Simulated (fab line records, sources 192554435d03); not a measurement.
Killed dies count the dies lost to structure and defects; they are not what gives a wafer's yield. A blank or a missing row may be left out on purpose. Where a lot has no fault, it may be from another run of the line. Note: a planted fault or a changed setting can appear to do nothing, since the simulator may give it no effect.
fab line records / flow n5_finfet
[record] lots = 5 wafers = 15 last_day = 19
route steps=1938 shown BEOL_M0@722 BEOL_M1@751 BEOL_M4@1111 PASSIVATION@1936
lots that met no fault: taken from a fault-free run of the same line
start_h: hours from the record's first day to the start of the lot's first wafer shown / wait_h: how many hours have passed since the lot's step before this one / " same as the row above / L1.1+2: a single row standing in for several wafers / - no value, or no start was given / * or withheld: withheld / < > ~ a bound
route shown NAME@n: NAME is a module with steps in the file, n the number in the route of the first one / usual: mean/standard deviation of fault-free wafers / same: alike in all rows / chamber/n: place in a boat / sites: per-site readings / _std_site: the values' standard deviation / _edge_site: inner sites' mean taken away from outer sites' mean / radius_mm: for every site, how far away it sits from the centre of the wafer / mask NAME#n: copy n / behind: the most recent tool/chamber to have shaped the wafer / hold: what put the lot on hold/how long, in hours/how the hold closed / device: the transistor (n, p or np) that didn't switch / end of line: the route-end tests of the same wafers / where a step has no rows: the recipe by itself / killed: at the first sort, the dies lost to defects and structure; wafer yield is something else / map: per-die view of a wafer (x killed, . not killed, _ where there is no die)
set.NAME: the setting that was run; set.NAME@STEP: the one run at that earlier step / model.NAME: the simulator's own value behind a step, which no gauge read
a table for each step, a row for each wafer; lots at some steps of the route
services: the hour from which a tool's chamber was out of use, counted from the record's first day as start_h (under 0 if before that day), plus the number of hours and why
[[steps]]
[step N5_BEOL_M0_STRIP_142]
[recipe] chemistry = N2/H2 time_s = 10 power_w = 450 temp_c = 40 pressure_mtorr = 20 rf_frequency_hz = 6e+07 bias_power_w = 7 n2_flow_sccm = 200 h2_flow_sccm = 200
[step N5_BEOL_M0_HM_STRIP_129]
[recipe] chemistry = peroxide_tin_strip material = TiN target_depth_a = 170 temp_c = 50 time_s = 108
[step N5_BEOL_M0_SRD_130]
[recipe] time_s = 30 temp_c = 23 rinse_liquid = diw dry = ipa_marangoni
[step N5_BEOL_M0_ETCH_109]
[recipe] chemistry = CH3F/O2 target_depth_a = 80 overetch_a = 24 target = SiCN time_s = 27.4 ion_energy_ev = 120 pressure_mtorr = 30 source_w = 395 bias_w = 75 Ar_flow_sccm = 150 CH3F_flow_sccm = 30 O2_flow_sccm = 20
[step N5_BEOL_M0_STRIP_139]
[recipe] chemistry = post_etch_residue_remover time_s = 60 temp_c = 25 remover_ph = withheld remover_water_wt_pct = withheld remover_fluoride_wt_pct = withheld
[step N5_BEOL_M0_SRD_111]
[recipe] time_s = 30 temp_c = 23 rinse_liquid = diw dry = ipa_marangoni
[step N5_BEOL_M0_DEGAS_112]
[recipe] ambient = vacuum temp_c = 250 time_s = 60
[step N5_BEOL_M0_PRE_CLEAN_113]
[recipe] gas = H2/He time_s = 30 temp_c = 250
[step N5_BEOL_M0_ALD_136]
[recipe] material = TaN target_thk_a = * temp_c = 275 ald_precursor_family = PDMAT ald_co_reactant = NH3 pressure_torr = 3 carrier_flow_sccm = 1500 pulse_time_s = 2 purge_time_s = 3 co_reactant_purge_time_s = 2 co_reactant_pulse_time_s = 3 ald_cycles = 30 precursor_vessel_temp_c = 75 precursor_vessel_pressure_torr = 26.25 precursor_vessel_carrier_sccm = 1000
[step N5_BEOL_M0_SURFACE_TREAT_137]
[recipe] gas = Ar time_s = * ion_energy_ev = * ion_current_ma_cm2 = 0.5 pressure_mtorr = * ar_flow_sccm = 30
[step N5_BEOL_M0_CVD_115]
[recipe] material = Co target_thk_a = * temp_c = withheld precursor = CCTBA/H2 pressure_torr = 30 time_s = 120
[step N5_BEOL_M0_SPUTTER_116]
[recipe] material = Cu target_thk_a = 40 temp_c = -20 chamber_pressure_pa = 0.07 power_w = withheld time_s = 7.37
[usual] chamber_pressure_pa = 0.07003/0.00016 chuck_gas_flow_sccm = 1.28/0.05 throttle_valve_pct = 30.3/1.3
lot.wafer=L154.2 tool=pvd_sputter-02 chamber=- start_h=161.98 wait_h=0.1 chamber_pressure_pa=0.07005 chuck_gas_flow_sccm=1.21 throttle_valve_pct=29.9
lot.wafer=L154.4 tool=pvd_sputter-02 chamber=- start_h=161.98 wait_h=0.1 chamber_pressure_pa=0.0698 chuck_gas_flow_sccm=1.37 throttle_valve_pct=31.5
lot.wafer=L154.5 tool=pvd_sputter-02 chamber=- start_h=161.98 wait_h=0.1 chamber_pressure_pa=0.06991 chuck_gas_flow_sccm=1.25 throttle_valve_pct=29.8
lot.wafer=L159.3 tool=pvd_sputter-03 chamber=- start_h=191.71 wait_h=0.1 chamber_pressure_pa=- chuck_gas_flow_sccm=- throttle_valve_pct=-
lot.wafer=L159.5 tool=pvd_sputter-03 chamber=- start_h=191.71 wait_h=0.1 chamber_pressure_pa=- chuck_gas_flow_sccm=- throttle_valve_pct=-
lot.wafer=L159.6 tool=pvd_sputter-03 chamber=- start_h=191.71 wait_h=0.1 chamber_pressure_pa=- chuck_gas_flow_sccm=- throttle_valve_pct=-
lot.wafer=L160.2 tool=pvd_sputter-03 chamber=- start_h=199.10 wait_h=0.6 chamber_pressure_pa=- chuck_gas_flow_sccm=- throttle_valve_pct=-
lot.wafer=L160.3 tool=pvd_sputter-03 chamber=- start_h=199.10 wait_h=0.6 chamber_pressure_pa=- chuck_gas_flow_sccm=- throttle_valve_pct=-
lot.wafer=L160.4 tool=pvd_sputter-03 chamber=- start_h=199.10 wait_h=0.6 chamber_pressure_pa=- chuck_gas_flow_sccm=- throttle_valve_pct=-
lot.wafer=L161.1 tool=pvd_sputter-02 chamber=- start_h=201.43 wait_h=0.4 chamber_pressure_pa=- chuck_gas_flow_sccm=- throttle_valve_pct=-
lot.wafer=L161.4 tool=pvd_sputter-02 chamber=- start_h=201.43 wait_h=0.4 chamber_pressure_pa=- chuck_gas_flow_sccm=- throttle_valve_pct=-
lot.wafer=L161.6 tool=pvd_sputter-02 chamber=- start_h=201.43 wait_h=0.4 chamber_pressure_pa=- chuck_gas_flow_sccm=- throttle_valve_pct=-
lot.wafer=L170.2 tool=pvd_sputter-01 chamber=- start_h=261.24 wait_h=0.1 chamber_pressure_pa=0.06997 chuck_gas_flow_sccm=1.33 throttle_valve_pct=31.5
lot.wafer=L170.4 tool=pvd_sputter-01 chamber=- start_h=261.24 wait_h=0.1 chamber_pressure_pa=0.06997 chuck_gas_flow_sccm=1.27 throttle_valve_pct=29.6
lot.wafer=L170.6 tool=pvd_sputter-01 chamber=- start_h=261.24 wait_h=0.1 chamber_pressure_pa=0.07026 chuck_gas_flow_sccm=1.31 throttle_valve_pct=33.1
[step N5_BEOL_M0_ANNEAL_117]
[recipe] temp_c = 400 time_s = 60 ambient = vacuum
[step N5_BEOL_M0_SPUTTER_132]
[recipe] material = Cu target_thk_a = 40 temp_c = -20 chamber_pressure_pa = 0.07 power_w = withheld time_s = 7.37
[step N5_BEOL_M0_ANNEAL_133]
[recipe] temp_c = 400 time_s = 60 ambient = vacuum
[step N5_BEOL_M0_SPUTTER_134]
[recipe] material = Cu target_thk_a = 40 temp_c = -20 chamber_pressure_pa = 0.07 power_w = withheld time_s = 7.37
[step N5_BEOL_M0_ANNEAL_135]
[recipe] temp_c = 400 time_s = 60 ambient = vacuum
[step N5_BEOL_M0_SPUTTER_141]
[recipe] material = Cu target_thk_a = 40 temp_c = -20 chamber_pressure_pa = 0.07 power_w = withheld time_s = 7.37
[step N5_BEOL_M0_ECD_118]
[recipe] material = Cu target_thk_a = 3000
[step N5_BEOL_M0_ANNEAL_119]
[recipe] temp_c = 225 time_s = 90 ambient = N2
[step N5_BEOL_M0_CMP_120]
[recipe] stop_on = SiOC t_overpolish_s = 6.9 down_force_psi = 1 platen_rpm = 50 clearing_platen_down_force_psi = 1.5 clearing_platen_rpm = 50 post_cmp_clean = cu_alkaline clearing_platen_pad_velocity_m_s = 0.99484 pad_velocity_m_s = 0.99484
[step N5_BEOL_M0_PRE_CLEAN_131]
[recipe] gas = NH3/H2 time_s = 15 temp_c = * rf_power_w = 300
[step N5_BEOL_M0_CO_CAP_123]
[recipe] material = Co target_thk_a = 20 temp_c = 200 precursor = CCTBA/H2 pressure_torr = 30 time_s = 102.1
[step N5_BEOL_M0_PRE_CLEAN_124]
[recipe] gas = NH3 time_s = 15 temp_c = withheld rf_power_w = 300
[step N5_BEOL_M0_DEP_125]
[recipe] material = SiCN target_thk_a = 80 temp_c = withheld precursor = 3MS/NH3 pressure_torr = 3 rf_w = 202 time_s = 14
[step N5_BEOL_M1_ILD_DEP_00]
[recipe] material = SiOC target_thk_a = 790 temp_c = 350 precursor = DEMS/O2 pressure_torr = 5 rf_w = 500 time_s = 15.3
[step N5_BEOL_M1_PECVD_72]
[recipe] material = SiO2 target_thk_a = 160 temp_c = 400 precursor = TEOS/O2 pressure_torr = 5.5 rf_w = 450 teos_flow_sccm = 53.8 gas = O2 flow_sccm = 3000 time_s = 18
[step N5_BEOL_M1_HM_DEP_02]
[recipe] material = TiN target_thk_a = 200 temp_c = 25 chamber_pressure_pa = 0.49996
[step N5_BEOL_M1_COAT_61]
[recipe] resist = SOC temp_c = 250 time_s = 60 spin_rpm = 1500 resist_thk_nm = 60
[step N5_BEOL_M1_COAT_62]
[recipe] resist = SiARC temp_c = 220 time_s = 60 spin_rpm = 1500 resist_thk_nm = 12
[step N5_BEOL_M1_COAT_73]
[recipe] resist = underlayer temp_c = 205 time_s = 60 spin_rpm = 1500 resist_thk_nm = 5
[step N5_BEOL_M1_COAT_05]
[recipe] resist = CAR-EUV spin_rpm = 1500 resist_thk_nm = 30
[step N5_BEOL_M1_EBR_07]
[recipe] solvent = PGMEA ebr_width_mm = 1.5
[step N5_BEOL_M1_SOFTBAKE_06]
[recipe] temp_c = 110 time_s = 60 resist = CAR-EUV
[step N5_BEOL_M1_EXPOSE_08]
[recipe] mask_id = M1 na = 0.33 source_shape = dipole sigma_inner = 0.369 sigma_outer = 0.767 polarization = unpolarized dose_mj = 33
[step N5_BEOL_M1_PEB_09]
[recipe] peb_temp_c = 100 peb_time_s = 60 resist = CAR-EUV
[step N5_BEOL_M1_DEVELOP_10]
[recipe] develop_time_s = 30 developer = TMAH resist = CAR-EUV rinse_liquid = surfactant_rinse dry = air_spin dev_temp_c = 23
[step N5_BEOL_M4_RC_MEAS_101]
[usual] DIBL_N = 36.5/1.9 DIBL_P = 36.4/2.2 IOFF_N = 0.17/0.034 IOFF_P = 0.21/0.036 ION_N = 678/12 ION_P = 462/7.1 SS_N = 71.7/0.61 SS_P = 73.4/0.71 VT_N = 249/3.5 VT_P = -251/3
lot.wafer=L154.2 tool=prober-02 chamber=0 start_h=238.22 wait_h=0.2 DIBL_N[mV/V]=36.5 DIBL_P[mV/V]=36.4 IOFF_N[nA/um]=0.17 IOFF_P[nA/um]=0.23 ION_N[uA/um]=671 ION_P[uA/um]=466 SS_N[mV/dec]=71.7 SS_P[mV/dec]=73.5 VT_N[mV]=248 VT_P[mV]=-246
lot.wafer=L154.4 tool=prober-02 chamber=0 start_h=238.22 wait_h=0.2 DIBL_N[mV/V]=36.0 DIBL_P[mV/V]=35.3 IOFF_N[nA/um]=0.16 IOFF_P[nA/um]=0.21 ION_N[uA/um]=675 ION_P[uA/um]=459 SS_N[mV/dec]=71.6 SS_P[mV/dec]=73.5 VT_N[mV]=248 VT_P[mV]=-253
lot.wafer=L154.5 tool=prober-02 chamber=0 start_h=238.22 wait_h=0.2 DIBL_N[mV/V]=36.5 DIBL_P[mV/V]=35.6 IOFF_N[nA/um]=0.17 IOFF_P[nA/um]=0.22 ION_N[uA/um]=676 ION_P[uA/um]=467 SS_N[mV/dec]=71.7 SS_P[mV/dec]=73.3 VT_N[mV]=247 VT_P[mV]=-247
lot.wafer=L159.3 tool=prober-01 chamber=0 start_h=276.82 wait_h=0.3 DIBL_N[mV/V]=36.4 DIBL_P[mV/V]=34.9 IOFF_N[nA/um]=0.13 IOFF_P[nA/um]=0.18 ION_N[uA/um]=655 ION_P[uA/um]=452 SS_N[mV/dec]=71.4 SS_P[mV/dec]=73.2 VT_N[mV]=254 VT_P[mV]=-254
lot.wafer=L159.5 tool=prober-01 chamber=0 start_h=276.82 wait_h=0.3 DIBL_N[mV/V]=37.6 DIBL_P[mV/V]=36.7 IOFF_N[nA/um]=0.16 IOFF_P[nA/um]=0.20 ION_N[uA/um]=669 ION_P[uA/um]=457 SS_N[mV/dec]=71.6 SS_P[mV/dec]=72.9 VT_N[mV]=251 VT_P[mV]=-254
lot.wafer=L159.6 tool=prober-01 chamber=0 start_h=276.82 wait_h=0.3 DIBL_N[mV/V]=36.6 DIBL_P[mV/V]=35.1 IOFF_N[nA/um]=0.14 IOFF_P[nA/um]=0.18 ION_N[uA/um]=679 ION_P[uA/um]=458 SS_N[mV/dec]=71.3 SS_P[mV/dec]=73.1 VT_N[mV]=249 VT_P[mV]=-255
lot.wafer=L161.1 tool=prober-02 chamber=0 start_h=282.52 wait_h=0.0 DIBL_N[mV/V]=35.1 DIBL_P[mV/V]=34.5 IOFF_N[nA/um]=0.13 IOFF_P[nA/um]=0.18 ION_N[uA/um]=653 ION_P[uA/um]=452 SS_N[mV/dec]=71.7 SS_P[mV/dec]=73.2 VT_N[mV]=253 VT_P[mV]=-253
lot.wafer=L161.4 tool=prober-02 chamber=0 start_h=282.52 wait_h=0.0 DIBL_N[mV/V]=34.2 DIBL_P[mV/V]=34.1 IOFF_N[nA/um]=0.13 IOFF_P[nA/um]=0.18 ION_N[uA/um]=664 ION_P[uA/um]=455 SS_N[mV/dec]=71.0 SS_P[mV/dec]=72.9 VT_N[mV]=251 VT_P[mV]=-251
lot.wafer=L161.6 tool=prober-02 chamber=0 start_h=282.52 wait_h=0.0 DIBL_N[mV/V]=36.2 DIBL_P[mV/V]=36.1 IOFF_N[nA/um]=0.16 IOFF_P[nA/um]=0.21 ION_N[uA/um]=673 ION_P[uA/um]=460 SS_N[mV/dec]=71.8 SS_P[mV/dec]=73.8 VT_N[mV]=252 VT_P[mV]=-251
lot.wafer=L160.2 tool=prober-01 chamber=0 start_h=289.64 wait_h=0.2 DIBL_N[mV/V]=39.4 DIBL_P[mV/V]=39.8 IOFF_N[nA/um]=0.20 IOFF_P[nA/um]=0.22 ION_N[uA/um]=678 ION_P[uA/um]=455 SS_N[mV/dec]=72.7 SS_P[mV/dec]=74.0 VT_N[mV]=248 VT_P[mV]=-254
lot.wafer=L160.3 tool=prober-01 chamber=0 start_h=289.64 wait_h=0.2 DIBL_N[mV/V]=39.5 DIBL_P[mV/V]=40.4 IOFF_N[nA/um]=0.22 IOFF_P[nA/um]=0.25 ION_N[uA/um]=705 ION_P[uA/um]=469 SS_N[mV/dec]=71.9 SS_P[mV/dec]=74.3 VT_N[mV]=245 VT_P[mV]=-252
lot.wafer=L160.4 tool=prober-01 chamber=0 start_h=289.64 wait_h=0.2 DIBL_N[mV/V]=37.7 DIBL_P[mV/V]=37.5 IOFF_N[nA/um]=0.16 IOFF_P[nA/um]=0.19 ION_N[uA/um]=670 ION_P[uA/um]=451 SS_N[mV/dec]=72.4 SS_P[mV/dec]=74.2 VT_N[mV]=251 VT_P[mV]=-253
lot.wafer=L170.2 tool=prober-01 chamber=0 start_h=347.86 wait_h=0.2 DIBL_N[mV/V]=34.2 DIBL_P[mV/V]=32.5 IOFF_N[nA/um]=0.13 IOFF_P[nA/um]=0.18 ION_N[uA/um]=671 ION_P[uA/um]=463 SS_N[mV/dec]=71.7 SS_P[mV/dec]=73.3 VT_N[mV]=252 VT_P[mV]=-253
lot.wafer=L170.4 tool=prober-01 chamber=0 start_h=347.86 wait_h=0.2 DIBL_N[mV/V]=35.5 DIBL_P[mV/V]=34.0 IOFF_N[nA/um]=0.16 IOFF_P[nA/um]=0.20 ION_N[uA/um]=673 ION_P[uA/um]=467 SS_N[mV/dec]=70.7 SS_P[mV/dec]=74.2 VT_N[mV]=249 VT_P[mV]=-252
lot.wafer=L170.6 tool=prober-01 chamber=0 start_h=347.86 wait_h=0.2 DIBL_N[mV/V]=35.3 DIBL_P[mV/V]=33.4 IOFF_N[nA/um]=0.15 IOFF_P[nA/um]=0.18 ION_N[uA/um]=683 ION_P[uA/um]=462 SS_N[mV/dec]=71.6 SS_P[mV/dec]=73.3 VT_N[mV]=251 VT_P[mV]=-252
[step N5_PASSIVATION_PROBE_49]
[usual] defect_limited_yield = 91.0/1.5 killed_at_M0_to_M3 = 35/11 killed_at_M4_up = 13/5 killed_at_contacts = 12/5.9 killed_at_front_end = 42/13 killed_at_other = 3/3.2 killed_dies = 106/18 killed_on_rim = 14/4.2 killed_open = 69/13 killed_short = 35/8.9 sort_bin_5_function = 5.2/0.95 sort_bin_6_memory = 3.3/0.71 sort_n_pass = 1074/18 sort_yield_pct = 91.0/1.5
[same] gross_dies = 1180 killed_at_back_side = 0 sort_bin_4_leakage[%] = 0 sort_bin_8_speed[%] = 0
lot.wafer=L154.2 tool=prober-01 chamber=- start_h=344.95 wait_h=0.1 defect_limited_yield[%]=88.0 killed_at_M0_to_M3=34 killed_at_M4_up=21 killed_at_contacts=12 killed_at_front_end=74 killed_at_other=1 killed_dies=142 killed_on_rim=23 killed_open=98 killed_short=44 sort_bin_5_function[%]=6.9 sort_bin_6_memory[%]=4.4 sort_n_pass=1038 sort_yield_pct[%]=88.0
lot.wafer=L154.4 tool=prober-01 chamber=- start_h=345.05 wait_h=0.2 defect_limited_yield[%]=90.5 killed_at_M0_to_M3=37 killed_at_M4_up=15 killed_at_contacts=12 killed_at_front_end=47 killed_at_other=1 killed_dies=112 killed_on_rim=11 killed_open=60 killed_short=49 sort_bin_5_function[%]=5.3 sort_bin_6_memory[%]=3.8 sort_n_pass=1068 sort_yield_pct[%]=90.5
lot.wafer=L154.5 tool=prober-01 chamber=- start_h=345.10 wait_h=0.2 defect_limited_yield[%]=93.2 killed_at_M0_to_M3=11 killed_at_M4_up=13 killed_at_contacts=12 killed_at_front_end=43 killed_at_other=1 killed_dies=80 killed_on_rim=10 killed_open=50 killed_short=28 sort_bin_5_function[%]=3.9 sort_bin_6_memory[%]=2.8 sort_n_pass=1100 sort_yield_pct[%]=93.2
lot.wafer=L159.3 tool=prober-02 chamber=- start_h=377.21 wait_h=0.2 defect_limited_yield[%]=85.3 killed_at_M0_to_M3=92 killed_at_M4_up=16 killed_at_contacts=13 killed_at_front_end=47 killed_at_other=5 killed_dies=173 killed_on_rim=22 killed_open=79 killed_short=48 sort_bin_5_function[%]=8.1 sort_bin_6_memory[%]=5.8 sort_n_pass=1007 sort_yield_pct[%]=85.3
lot.wafer=L159.5 tool=prober-02 chamber=- start_h=377.31 wait_h=0.3 defect_limited_yield[%]=84.7 killed_at_M0_to_M3=102 killed_at_M4_up=13 killed_at_contacts=13 killed_at_front_end=46 killed_at_other=7 killed_dies=181 killed_on_rim=20 killed_open=80 killed_short=35 sort_bin_5_function[%]=8.9 sort_bin_6_memory[%]=6.2 sort_n_pass=999 sort_yield_pct[%]=84.7
lot.wafer=L159.6 tool=prober-02 chamber=- start_h=377.36 wait_h=0.4 defect_limited_yield[%]=87.3 killed_at_M0_to_M3=80 killed_at_M4_up=7 killed_at_contacts=9 killed_at_front_end=48 killed_at_other=6 killed_dies=150 killed_on_rim=18 killed_open=55 killed_short=42 sort_bin_5_function[%]=7.7 sort_bin_6_memory[%]=4.3 sort_n_pass=1030 sort_yield_pct[%]=87.3
lot.wafer=L161.1 tool=prober-01 chamber=- start_h=392.04 wait_h=0.0 defect_limited_yield[%]=87.7 killed_at_M0_to_M3=83 killed_at_M4_up=17 killed_at_contacts=16 killed_at_front_end=27 killed_at_other=2 killed_dies=145 killed_on_rim=21 killed_open=70 killed_short=22 sort_bin_5_function[%]=8.2 sort_bin_6_memory[%]=3.9 sort_n_pass=1035 sort_yield_pct[%]=87.7
lot.wafer=L161.4 tool=prober-01 chamber=- start_h=392.19 wait_h=0.2 defect_limited_yield[%]=87.4 killed_at_M0_to_M3=88 killed_at_M4_up=10 killed_at_contacts=7 killed_at_front_end=40 killed_at_other=4 killed_dies=149 killed_on_rim=20 killed_open=56 killed_short=24 sort_bin_5_function[%]=7.5 sort_bin_6_memory[%]=4.9 sort_n_pass=1031 sort_yield_pct[%]=87.4
lot.wafer=L161.6 tool=prober-01 chamber=- start_h=392.29 wait_h=0.3 defect_limited_yield[%]=86.9 killed_at_M0_to_M3=74 killed_at_M4_up=12 killed_at_contacts=13 killed_at_front_end=44 killed_at_other=12 killed_dies=155 killed_on_rim=32 killed_open=59 killed_short=40 sort_bin_5_function[%]=7.3 sort_bin_6_memory[%]=4.7 sort_n_pass=1025 sort_yield_pct[%]=86.9
lot.wafer=L160.2 tool=prober-01 chamber=- start_h=409.06 wait_h=0.1 defect_limited_yield[%]=87.5 killed_at_M0_to_M3=82 killed_at_M4_up=9 killed_at_contacts=8 killed_at_front_end=47 killed_at_other=1 killed_dies=147 killed_on_rim=19 killed_open=59 killed_short=29 sort_bin_5_function[%]=7.6 sort_bin_6_memory[%]=4.2 sort_n_pass=1033 sort_yield_pct[%]=87.5
lot.wafer=L160.3 tool=prober-01 chamber=- start_h=409.11 wait_h=0.1 defect_limited_yield[%]=85.8 killed_at_M0_to_M3=85 killed_at_M4_up=10 killed_at_contacts=14 killed_at_front_end=59 killed_at_other=0 killed_dies=168 killed_on_rim=28 killed_open=78 killed_short=28 sort_bin_5_function[%]=8.5 sort_bin_6_memory[%]=5.6 sort_n_pass=1012 sort_yield_pct[%]=85.8
lot.wafer=L160.4 tool=prober-01 chamber=- start_h=409.16 wait_h=0.2 defect_limited_yield[%]=85.4 killed_at_M0_to_M3=91 killed_at_M4_up=19 killed_at_contacts=14 killed_at_front_end=46 killed_at_other=2 killed_dies=172 killed_on_rim=18 killed_open=73 killed_short=33 sort_bin_5_function[%]=9.1 sort_bin_6_memory[%]=5.3 sort_n_pass=1008 sort_yield_pct[%]=85.4
// killed by level:class
L154.2 STI_FIN_REVEAL:geometric_particle:open=29 BEOL_M2:geometric_particle:open=14 MOL_CONTACT_COAG:geometric_particle:open=10 FIN_SAQP:geometric_particle:short=9 BEOL_M3:geometric_particle:open=9 GATE_CUT:geometric_particle:short=9 FIN_SAQP:geometric_particle:open=8 STI_FIN_REVEAL:geometric_particle:short=5
L154.4 BEOL_M0_SAQP:geometric_particle:short=17 STI_FIN_REVEAL:geometric_particle:open=11 GATE_CUT:geometric_particle:short=11 MOL_CONTACT_COAG:geometric_particle:open=10 BEOL_M4:geometric_particle:open=6 GATE_CUT:geometric_particle:open=5 BEOL_M3:geometric_particle:open=5 FIN_SAQP:geometric_particle:short=4
L154.5 STI_FIN_REVEAL:geometric_particle:open=13 MOL_CONTACT_COAG:geometric_particle:open=9 GATE_CUT:geometric_particle:short=8 GATE_CUT:geometric_particle:open=6 BEOL_M2:geometric_particle:open=6 STI_FIN_REVEAL:geometric_particle:short=5 STARTING-WAFER:geometric_particle:short=5 BEOL_M1:geometric_particle:open=4
L159.3 BEOL_M0:interface_void_opened=46 BEOL_M2:geometric_particle:open=16 FIN_SAQP:geometric_particle:open=8 MOL_CONTACT_COAG:geometric_particle:open=8 BEOL_M0_SAQP:geometric_particle:open=8 FIN_SAQP:geometric_particle:short=7 GATE_CUT:geometric_particle:short=7 BEOL_M4:geometric_particle:open=7
L159.5 BEOL_M0:interface_void_opened=64 STI_FIN_REVEAL:geometric_particle:open=15 MOL_CONTACT_COAG:geometric_particle:open=11 BEOL_M3:geometric_particle:open=11 BEOL_M2:geometric_particle:open=9 FIN_SAQP:geometric_particle:short=8 BEOL_M0_SAQP:geometric_particle:short=7 BEOL_M1:geometric_particle:open=6
L159.6 BEOL_M0:interface_void_opened=53 FIN_SAQP:geometric_particle:short=9 STI_FIN_REVEAL:geometric_particle:open=8 MOL_CONTACT_COAG:geometric_particle:open=8 BEOL_M0_SAQP:geometric_particle:short=7 GATE_CUT:geometric_particle:short=6 BEOL_M2:geometric_particle:open=6 GATE_CUT:geometric_particle:open=5
L161.1 BEOL_M0:interface_void_opened=53 MOL_CONTACT_COAG:geometric_particle:open=13 FIN_SAQP:geometric_particle:open=10 BEOL_M1:geometric_particle:open=10 BEOL_M3:geometric_particle:open=8 BEOL_M4:geometric_particle:open=7 STI_FIN_REVEAL:geometric_particle:open=6 BEOL_M0_SAQP:geometric_particle:short=5
L161.4 BEOL_M0:interface_void_opened=69 FIN_SAQP:geometric_particle:open=11 DUMMY_GATE:geometric_particle:open=6 BEOL_M4:geometric_particle:open=6 GATE_CUT:geometric_particle:short=5 STI_FIN_REVEAL:geometric_particle:open=4 MOL_CONTACT_COAG:geometric_particle:open=4 BEOL_M0_SAQP:geometric_particle:open=4
L161.6 BEOL_M0:interface_void_opened=49 STI_FIN_REVEAL:geometric_particle:open=10 MOL_CONTACT_COAG:geometric_particle:open=9 GATE_CUT:geometric_particle:short=6 BEOL_M0_SAQP:geometric_particle:open=6 HKMG_FIN:area_etch=6 MIM_TOP_ETCH:geometric_particle:short=5 MIM_TOP_ETCH:geometric_particle:open=5
L160.2 BEOL_M0:interface_void_opened=53 STI_FIN_REVEAL:geometric_particle:open=7 FIN_SAQP:geometric_particle:open=6 FIN_SAQP:geometric_particle:short=6 BEOL_M3:geometric_particle:open=6 MOL_CONTACT_COAG:geometric_particle:open=6 BEOL_M0_SAQP:geometric_particle:open=5 BEOL_M0:geometric_particle:open=5
L160.3 BEOL_M0:interface_void_opened=61 FIN_SAQP:geometric_particle:open=18 MOL_CONTACT_COAG:geometric_particle:open=12 FIN_SAQP:geometric_particle:short=9 STI_FIN_REVEAL:geometric_particle:open=7 BEOL_M2:geometric_particle:open=6 DUMMY_GATE:geometric_particle:open=5 BEOL_M0_SAQP:geometric_particle:open=5
L160.4 BEOL_M0:interface_void_opened=59 FIN_SAQP:geometric_particle:open=23 MOL_CONTACT_COAG:geometric_particle:open=10 FIN_SAQP:geometric_particle:short=8 BEOL_M4:geometric_particle:open=8 BEOL_M2:geometric_particle:open=7 BEOL_M0:geometric_particle:open=5 BEOL_M2:geometric_particle:short=5
// map L159.5 (x killed, . not)
_________________............________________
______________......x.........x._____________
___________.................x.x.x.x__________
__________..............x.......x..._________
________..........x.x.x..x............_______
_______.x.........x...x...x........x...______
______x....x.x..x..x..........x...xx...._____
_____.....x.............x...............x____
____.............x....x..x......x.........___
___..x.....x....x.x.......x........x....x..__
___..x.....x.......x........xx...x.........__
__.............x.x...xxx.................x.._
__.............x............x.....x........x_
_.....xxxxx..x.....x.x........x.....x.xx.x.x.
_x..x......xx..x..x..x....x..................
_.x.x............x.xx..x.......x........xxxx.
_.x..x....x.....x.......x...x............x.x.
_x..x.....x...............x.....x.......x...x
_......x.........x...x.x.....x.xx.x......x...
_x.......xx.....x...........x....x.....xx.x..
_........x........................xxx........
__.x.....x.x....x......xx......x......x..x.._
__.x....x..................................._
___.....x.x...x..x.x........xx.....x.....x.__
___........................................__
____.......................xxx.xxx...x....___
_____.......x...x..x.............xx......____
______...x....x..........x..x....x......_____
_______x...x...x.x...x.................______
________.....x..x...............xx...._______
__________x.x.......x..............._________
___________...x.....x....x.........__________
______________...x.............._____________
_________________.....x.x.x..________________
// map L160.4 (x killed, . not)
_________________x.....x.....________________
______________......x.......x.x._____________
___________......x...........xx....__________
__________x............x....x......._________
________......xx....xx.x...x....x....._______
_______..x.x......x.x..x.......x.......______
______x......x..xx....x....x.........x.._____
_____.xxxx..xx.x........x.xx.x.......x...____
____...........x........x..x.x......x.x...___
___..x.....................x..x.x..........__
___......x.....x.x...........x.............__
__....x..............x.......x....x..x......_
__................x....................x...x_
_..............x.x..xx......x.......x........
_...x....x..x...x...........x........x..x....
_................x.........x..........xx.....
_.xx...x.................x............x......
_.......x.x.....x..x.....xx..........x..xx...
_..x...xx..........x....x.........x..x.....x.
_...x...xx.........x....x..x..x.x.x.x.x......
_...x..x..................x....x..x..x...x...
__x.........x..x............x...........x..._
__............x..............x.x..x......x.x_
___x.x.............x........x..x...x.x.....__
___.....x.................................x__
____......x..x..........................x.___
_____x...x...............x.......x.......____
______.......x..........x..............._____
_______..x.x..xx.x.x.x.......x.........______
________...............x.....x.....xx._______
__________...xx.......x............._________
___________....x.........xx........__________
______________.......x......x..._____________
_________________......x.....________________
[[services]]
tool=pvd_sputter-03 chamber=- start_h=157.03 hours=5.4 kind=repair
tool=pvd_sputter-02 chamber=- start_h=229.10 hours=4.9 kind=repair
[[key]]
[first_sign] step = N5_BEOL_M0_SPUTTER_116 reading = tool_record direction = missing
[effect] step = N5_PASSIVATION_PROBE_49 reading = killed_at_M0_to_M3 direction = up sigmas = 4.7 usual = 35 struck = 86
met_at N5_BEOL_M0_SPUTTER_116
struck_wafers L159.3,L159.5,L159.6,L160.2,L160.3,L160.4,L161.1,L161.4,L161.6
onset_between 161.98 191.71
[fault] kind = skipped_step_whole tool = pvd_sputter-02,pvd_sputter-03 chamber = - onset_h = 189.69 steps = N5_BEOL_M0_SPUTTER_116 scope = struck_lots_only
